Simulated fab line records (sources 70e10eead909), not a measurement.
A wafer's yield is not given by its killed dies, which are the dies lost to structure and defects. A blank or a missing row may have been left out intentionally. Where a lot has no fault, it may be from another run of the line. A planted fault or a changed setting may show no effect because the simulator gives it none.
fab line records	flow nandHarc
record: lots: 12	wafers: 36	lastDay: 25
route steps=1159 shown A_BLC@985 A_M0@1014 A_M1@1034 END@1159
lots untouched by any fault: they come from a run of this same line in which no faults occurred
startH: hours from the record's first day to the start of the lot's first wafer shown	waitH: how many hours have passed since the lot's step before this one	" the same as in the row above	L1.1+2: several wafers, shown together as one row	- no value, or no start given	* or withheld: withheld	< > ~ a bound
route shown NAME@n: NAME is a module with steps in the file, n the number in the route of the first one	usual: mean/standard deviation taken from wafers without a fault	same: alike in all rows	chamber/n: place in a boat	sites: readings site by site	_std_site: the values' standard deviation	_edge_site: inner sites' mean taken away from outer sites' mean	radiusMm: how far each site lies from the wafer's centre	mask NAME#n: copy n	behind: the last tool/chamber to shape the wafer	hold: cause of the lot's hold/its duration in hours/its outcome	device: names the non-switching transistor (n, p or np)	end of line: the tests these same wafers got at the end of their route	where a step has no rows: the recipe by itself	killed: count of dies lost to structure and defects at first sort (not the wafer's yield)	map: a wafer's dies, x killed, . not, _ none there
set.NAME: setting as actually run; set.NAME@STEP: the setting as run at that earlier step	model.NAME: the simulator's own value behind a step, which no gauge read
one table for each step of the route and one row for each wafer, over a sample of lots
services: the hour from which a tool's chamber was out of use, counted from the record's first day as startH (under 0 if before that day), plus the number of hours and why
== steps ==
step: NHARC_A_BLC_DEGAS_30
recipe: tempC: 300	timeS: 60
usual: heaterPowerW: 450/39
lot.wafer	tool	chamber	startH	waitH	heaterPowerW
L736.3	pvdSputter-03	-	402.93	-	387
L736.2	"	-	"	"	431
L736.5	"	-	"	"	410
L735.2	pvdSputter-03	-	404.26	-	381
L735.3	"	-	"	"	415
L735.5	"	-	"	"	429
L732.2	pvdSputter-02	-	405.03	-	485
L732.1	"	-	"	"	426
L732.5	"	-	"	"	489
L734.2	pvdSputter-01	-	410.97	-	460
L734.3	"	-	"	"	512
L734.5	"	-	"	"	479
L743.3	pvdSputter-02	-	454.41	-	474
L743.1	"	-	"	"	425
L743.6	"	-	"	"	427
L742.1	pvdSputter-03	-	455.80	-	449
L742.3	"	-	"	"	388
L742.2	"	-	"	"	403
L747.4	pvdSputter-02	-	475.46	-	473
L747.2	"	-	"	"	421
L747.6	"	-	"	"	429
L749.4	pvdSputter-03	-	495.77	-	422
L749.3	"	-	"	"	399
L749.2	"	-	"	"	465
L751.2	pvdSputter-02	-	506.33	-	419
L751.4	"	-	"	"	442
L751.5	"	-	"	"	483
L754.3	pvdSputter-02	-	517.70	-	478
L754.4	"	-	"	"	439
L754.6	"	-	"	"	420
L752.3	pvdSputter-02	-	523.11	-	424
L752.1	"	-	"	"	494
L752.2	"	-	"	"	431
L755.3	pvdSputter-03	-	546.88	-	471
L755.5	"	-	"	"	460
L755.6	"	-	"	"	428
step: NHARC_A_M0_PRE_CLEAN_29
recipe: timeS: 30	tempC: 280	gas: H2/He
usual: heaterPowerW: 394/35
lot.wafer	tool	chamber	startH	waitH	heaterPowerW
L736.3	pvdSputter-03	-	-	-	386
L736.2	"	-	"	"	338
L736.5	"	-	"	"	372
L735.3	pvdSputter-03	-	-	-	391
L735.2	"	-	"	"	359
L735.5	"	-	"	"	349
L732.1	pvdSputter-03	-	-	-	333
L732.2	"	-	"	"	357
L732.5	"	-	"	"	396
L734.2	pvdSputter-01	-	-	-	461
L734.3	"	-	"	"	441
L734.5	"	-	"	"	378
L743.1	pvdSputter-02	-	-	-	376
L743.3	"	-	"	"	415
L743.6	"	-	"	"	432
L742.2	pvdSputter-03	-	-	-	396
L742.3	"	-	"	"	339
L742.1	"	-	"	"	355
L747.2	pvdSputter-03	-	-	-	369
L747.4	"	-	"	"	360
L747.6	"	-	"	"	411
L749.2	pvdSputter-02	-	-	-	374
L749.4	"	-	"	"	427
L749.3	"	-	"	"	436
L751.2	pvdSputter-01	-	-	-	415
L751.4	"	-	"	"	444
L751.5	"	-	"	"	408
L754.3	pvdSputter-02	-	-	-	384
L754.4	"	-	"	"	385
L754.6	"	-	"	"	372
L752.2	pvdSputter-02	-	-	-	379
L752.1	"	-	"	"	420
L752.3	"	-	"	"	374
L755.3	pvdSputter-01	-	-	-	434
L755.5	"	-	"	"	368
L755.6	"	-	"	"	425
step: NHARC_A_M1_PEB_07
recipe: pebTempC: 100	pebTimeS: 65
usual: heaterPowerTotalW: 156.5/0.42	plateTempC: 100.03/0.12
lot.wafer	tool	chamber	startH	waitH	heaterPowerTotalW	plateTempC
L736.2	lithoTrack-04	0	409.29	0.1	156.0	100.03
L736.3	"	0	"	"	156.9	100.13
L736.5	"	0	"	"	156.6	99.96
L735.2	lithoTrack-01	0	410.86	0.1	156.1	100.13
L735.3	"	0	"	"	157.0	100.13
L735.5	"	0	"	"	156.1	99.92
L732.1	lithoTrack-04	0	411.82	0.1	157.2	100.25
L732.2	"	0	"	"	157.2	100.22
L732.5	"	0	"	"	155.9	100.30
L734.2	lithoTrack-01	0	417.16	0.1	156.5	100.01
L734.3	"	0	"	"	156.4	100.29
L734.5	"	0	"	"	157.1	100.06
L743.1	lithoTrack-01	0	460.88	0.1	163.5	103.47
L743.3	"	0	"	"	164.0	103.50
L743.6	"	0	"	"	164.4	103.61
L742.1	lithoTrack-01	0	462.17	0.1	164.2	103.48
L742.2	"	0	"	"	164.0	103.59
L742.3	"	0	"	"	164.0	103.57
L747.2	lithoTrack-06	0	482.79	0.1	156.2	99.91
L747.4	"	0	"	"	155.9	99.87
L747.6	"	0	"	"	156.2	99.98
L749.2	lithoTrack-04	0	507.64	0.1	156.3	99.90
L749.3	"	0	"	"	157.1	100.09
L749.4	"	0	"	"	156.1	100.14
L751.2	lithoTrack-04	0	512.86	0.1	157.2	100.18
L751.4	"	0	"	"	156.3	100.00
L751.5	"	0	"	"	156.1	100.15
L754.3	lithoTrack-06	0	526.48	0.0	156.1	99.99
L754.4	"	0	"	"	157.1	100.09
L754.6	"	0	"	"	157.0	100.12
L752.1	lithoTrack-06	0	532.31	0.1	156.0	99.93
L752.2	"	0	"	"	156.5	100.08
L752.3	"	0	"	"	157.0	99.99
L755.3	lithoTrack-06	0	554.04	0.0	156.1	99.94
L755.5	"	0	"	"	156.8	100.05
L755.6	"	0	"	"	157.1	100.04
step: NHARC_A_M1_CD_MEAS_09
recipe: targetCdNm: 120	landingEnergyEv: 500
usual: cdNm: 119.6/0.69
lot.wafer	tool	chamber	startH	waitH	cdNm
L736.2	cdSem-01	0	409.37	-	119.9
L736.3	"	0	"	"	120.5
L736.5	"	0	"	"	119.8
L735.2	cdSem-03	0	410.94	-	119.6
L735.3	"	0	"	"	119.8
L735.5	"	0	"	"	119.4
L732.1	cdSem-01	0	411.91	-	119.9
L732.2	"	0	"	"	119.8
L732.5	"	0	"	"	120.0
L734.2	cdSem-01	0	417.24	-	119.0
L734.3	"	0	"	"	118.7
L734.5	"	0	"	"	118.3
L743.1	cdSem-01	0	460.96	-	129.8
L743.3	"	0	"	"	129.7
L743.6	"	0	"	"	130.2
L742.1	cdSem-02	0	462.25	-	130.6
L742.2	"	0	"	"	130.0
L742.3	"	0	"	"	130.9
L747.2	cdSem-01	0	482.87	-	118.9
L747.4	"	0	"	"	118.8
L747.6	"	0	"	"	119.6
L749.2	cdSem-02	0	507.72	-	119.3
L749.3	"	0	"	"	119.8
L749.4	"	0	"	"	119.3
L751.2	cdSem-02	0	512.94	-	120.1
L751.4	"	0	"	"	120.6
L751.5	"	0	"	"	119.7
L754.3	cdSem-01	0	526.57	-	120.4
L754.4	"	0	"	"	119.6
L754.6	"	0	"	"	119.6
L752.1	cdSem-02	0	532.39	-	120.1
L752.2	"	0	"	"	119.4
L752.3	"	0	"	"	120.4
L755.3	cdSem-02	0	554.12	-	119.6
L755.5	"	0	"	"	119.6
L755.6	"	0	"	"	119.8
step: NHARC_A_M1_ETCH_28
recipe: targetDepthA: 300	overEtchFrac: 0.3	timeS: 72.99	ionEnergyEv: 150	cf4FlowSccm: 50	n2FlowSccm: 100	arFlowSccm: 150	rfW: 300	biasW: 100	chemistry: CF4/N2
usual: drypumpMotorCurrentA: 5.7/0.48	oesProductAu: 1.000/0.0097	rfVppV: 314.1/1.7	showerheadPlenumPTorr: 2.63/0.091	throttleValvePct: 19.793/0.0092
lot.wafer	tool	chamber	startH	waitH	drypumpMotorCurrentA	oesProductAu	rfHoursCounterH	rfVppV	showerheadPlenumPTorr	throttleValvePct
L736.3	rieDiel-05	0	-	-	5.7	0.991	3.5	311.7	2.54	19.792
L736.2	"	2	"	"	6.5	0.997	4.3	314.3	2.62	19.799
L736.5	"	0	"	"	5.7	0.997	-	312.4	2.54	19.796
L735.2	rieDiel-09	2	-	-	5.3	0.994	3.7	315.1	2.81	19.786
L735.3	"	3	"	"	5.9	1.003	4.2	312.8	2.52	19.795
L735.5	"	0	"	"	5.2	0.997	-	313.3	2.57	19.795
L732.1	rieDiel-05	3	-	-	5.8	1.002	3.8	313.2	2.59	19.806
L732.2	"	1	"	"	6.5	0.995	4.3	317.7	2.71	19.788
L732.5	"	0	"	"	5.8	1.011	-	313.0	2.54	19.773
L734.3	rieDiel-07	3	-	-	5.2	1.006	0.7	311.7	2.49	19.783
L734.2	"	1	"	"	5.4	1.024	0.6	314.7	2.66	19.787
L734.5	"	3	"	"	5.2	0.996	-	311.4	2.49	19.792
L743.3	rieDiel-05	0	-	-	5.8	0.996	5.8	312.9	2.54	19.796
L743.1	"	3	"	"	5.8	1.023	6.0	313.0	2.58	19.794
L743.6	"	0	"	"	5.7	0.993	-	312.9	2.54	19.800
L742.1	rieDiel-09	3	-	-	5.9	1.006	0.6	311.7	2.52	19.790
L742.3	"	1	"	"	5.7	0.988	0.6	315.0	2.70	19.783
L742.2	"	2	"	"	5.3	0.995	0.6	317.7	2.81	19.785
L747.4	rieDiel-09	3	-	-	5.9	1.001	1.3	312.2	2.52	19.782
L747.2	"	0	"	"	5.3	1.014	1.1	312.5	2.57	19.794
L747.6	"	3	"	"	5.9	1.012	-	311.0	2.52	19.783
L749.4	rieDiel-05	0	-	-	5.8	1.000	8.7	311.7	2.54	19.808
L749.2	"	1	"	"	6.6	0.997	8.8	315.0	2.71	19.811
L749.3	"	2	"	"	6.5	0.991	9.1	313.6	2.62	19.799
L751.4	rieDiel-05	2	-	-	6.5	0.986	9.3	313.6	2.62	19.786
L751.2	"	0	"	"	5.7	1.000	9.0	312.1	2.54	19.793
L751.5	"	2	"	"	6.5	0.987	-	312.2	2.62	19.788
L754.3	rieDiel-09	0	-	-	5.3	0.995	2.2	313.8	2.57	19.779
L754.4	"	1	"	"	5.6	0.990	-	315.6	2.70	19.785
L754.6	"	2	"	"	5.3	1.008	-	316.2	2.81	19.800
L752.2	rieDiel-05	0	-	-	5.8	0.987	0.3	312.8	2.54	19.796
L752.1	"	1	"	"	6.6	0.993	0.2	316.5	2.71	19.786
L752.3	"	2	"	"	6.5	1.003	0.3	314.4	2.62	19.790
L755.3	rieDiel-09	2	555.16	0.3	5.3	1.003	-	317.5	2.81	19.782
L755.5	"	0	"	"	5.2	0.999	-	313.1	2.57	19.796
L755.6	"	2	"	"	5.3	0.996	-	317.1	2.81	19.808
step: NHARC_END_SORT_01
recipe: tempC: 25
usual: defectLimitedYield: 95.2/1.6	killedAtArray: 29/11	killedAtOther: 0.6/0.75	killedAtPeriphery: 3.1/2.1	killedDies: 32/11	killedOpen: 3.0/1.8	killedShort: 1.8/1.3	sort_bin_2_pct: 1.5/0.7	sort_bin_3_pct: 0.26/0.22	sort_bin_4_pct: 3.0/1	sortNPass: 645/11	sortRimYieldPct: 94.9/3	sortYieldPct: 95.2/1.6
same: grossDies: 677	sort_bin_5_pct[%]: 0	sort_bin_6_pct[%]: 0	sort_bin_7_pct[%]: 0	sort_bin_8_pct[%]: 0	sortRimNGross: 106.00
lot.wafer	tool	chamber	startH	waitH	defectLimitedYield[%]	killedAtArray	killedAtOther	killedAtPeriphery	killedDies	killedOpen	killedShort	sort_bin_2_pct[%]	sort_bin_3_pct[%]	sort_bin_4_pct[%]	sortNPass	sortRimYieldPct[%]	sortYieldPct[%]
L743.1	prober-01	0	498.51	2.5	95.6	30	0	0	30	1	1	0.9	0.59	3.0	647	94.3	95.6
L743.6	prober-01	0	502.54	4.0	95.9	27	1	0	28	0	1	1.3	0.30	2.5	649	95.3	95.9
killed by level:class
L743.1 A_SLIT:chamberFilmFlake=15 A_CHANNEL_HOLE_D1:chamberFilmFlake=6 A_CONTACT:chamberFilmFlake=3 A_M1:areaPeb=3 A_WL_FILL:geometricParticle:short=1 A_M1:geometricParticle:open=1 A_STAIRCASE:chamberFilmFlake=1
L743.6 A_SLIT:chamberFilmFlake=11 A_CONTACT:chamberFilmFlake=6 A_CHANNEL_HOLE_D1:chamberFilmFlake=5 A_M1:geometricParticle:short=1 A_ZERO_WELL:chamberFilmFlake=1 A_CHANNEL_FILL_D1:chamberFilmFlake=1 A_STAIRCASE:chamberFilmFlake=1 THIN_TSV:chamberFilmFlake=1
== services ==
tool	chamber	startH	hours	kind
rieDiel-05	-	384.09	0.5	repair
pvdSputter-02	-	393.38	10.0	pm
rieDiel-09	1	394.64	2.1	repair
rieDiel-05	0	398.84	-	clean
rieDiel-05	1	398.84	-	clean
rieDiel-05	2	398.84	-	clean
rieDiel-05	3	398.84	-	clean
rieDiel-07	-	405.24	9.0	pm
rieDiel-05	0	423.34	-	clean
rieDiel-09	-	431.10	9.0	pm
lithoTrack-01	-	443.00	7.0	pm
pvdSputter-03	-	460.78	10.0	pm
lithoTrack-06	-	467.00	7.0	pm
pvdSputter-01	-	479.99	5.9	repair
rieDiel-07	3	489.96	2.9	repair
lithoTrack-04	-	491.00	7.0	pm
rieDiel-07	1	492.59	5.1	repair
rieDiel-09	1	494.83	5.1	repair
pvdSputter-01	-	514.04	10.0	pm
pvdSputter-03	-	516.58	2.3	repair
rieDiel-05	-	517.61	9.0	pm
pvdSputter-03	-	519.29	5.4	repair
rieDiel-05	2	534.46	23.2	repair
rieDiel-09	1	548.58	14.5	repair
== key ==
firstSign: step: NHARC_A_M1_PEB_07	reading: plateTempC	direction: up	sigmas: 30	usual: *	struck: *
effect: step: NHARC_A_M1_PEB_07	reading: heaterPowerTotalW	direction: up	sigmas: 18	usual: *	struck: *
effect: step: NHARC_A_M1_CD_MEAS_09	reading: cdNm	direction: up	sigmas: 15	usual: 119.6	struck: 130.2
metAt NHARC_A_M1_PEB_07
struckLots L742,L743
sortLeftOut L742.1,L742.2,L742.3
notActingAt NHARC_A_BLC_DEGAS_30,NHARC_A_M0_PRE_CLEAN_29,NHARC_A_M1_ETCH_28
onsetBetween 417.16 460.88
fault: kind: processParameterDrift	tool: lithoTrack-01	chamber: -	onsetH: 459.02	steps: NHARC_A_M1_PEB_07	channel: pebTempC	offset: *	shape: step	endH: 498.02	actsIn: *	stated: *
sortLeftOut: the simulated sort isn't trusted on such a fault, so these wafers' sort isn't shown, and their yield isn't known
